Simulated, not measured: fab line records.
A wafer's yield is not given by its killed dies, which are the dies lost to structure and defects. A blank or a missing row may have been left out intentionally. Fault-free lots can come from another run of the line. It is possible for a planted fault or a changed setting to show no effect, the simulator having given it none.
Matching of chambers | flow nand harc | NHARC_P_STI_CMP_21 on cmp-03 has 4 sister chambers
The step polishes, t overpolish 20 s, target thk 380.67 nm. 4 wafers are shown with their chamber, then 8 later ones without.

## WAFERS WITH THEIR CHAMBER
wafer  | chamber | motor current A (A)
L081.6 | 1       | 13.0
L082.5 | 0       | 13.3
L087.5 | 2       | 11.9
L088.4 | 3       | 14.6

## WAFERS MISSING THEIR CHAMBER
wafer  | motor current A (A)
L088.5 | 14.2
L088.6 | 11.9
L089.1 | 14.2
L089.3 | 11.5
L089.6 | 12.8
L093.1 | 11.7
L093.2 | 13.0
L093.3 | 14.5

## WHICH CHAMBER EACH WENT THROUGH
wafer  | from the rows above     | in truth
L088.5 | can't be placed: 3 or 0 | 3
L088.6 | 2                       | 2
L089.1 | can't be placed: 3 or 0 | 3
L089.3 | 2                       | 2
L089.6 | can't be placed: 1 or 0 | 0
L093.1 | 2                       | 2
L093.2 | can't be placed: 1 or 0 | 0
L093.3 | 3                       | 3
4 of 8 placed correctly. From these rows, 4 cannot be placed; in 4 the true chamber is one of the candidates. Wrongly placed: 0.
How it was worked out, from the rows above alone: a wafer's distance from a chamber is the root of the sum, over the readings, of the square of ((its reading less the chamber's mean) divided by the reading's scatter). If the next closest chamber is less than 2 further off than the closest, the wafer can't be placed; otherwise it belongs to the closest. For every chamber, the mean is computed from those of its wafers that are shown. The scatter: with one shown wafer a chamber, the root of the mean of the squares of how far each hidden wafer lies from its nearest shown one.
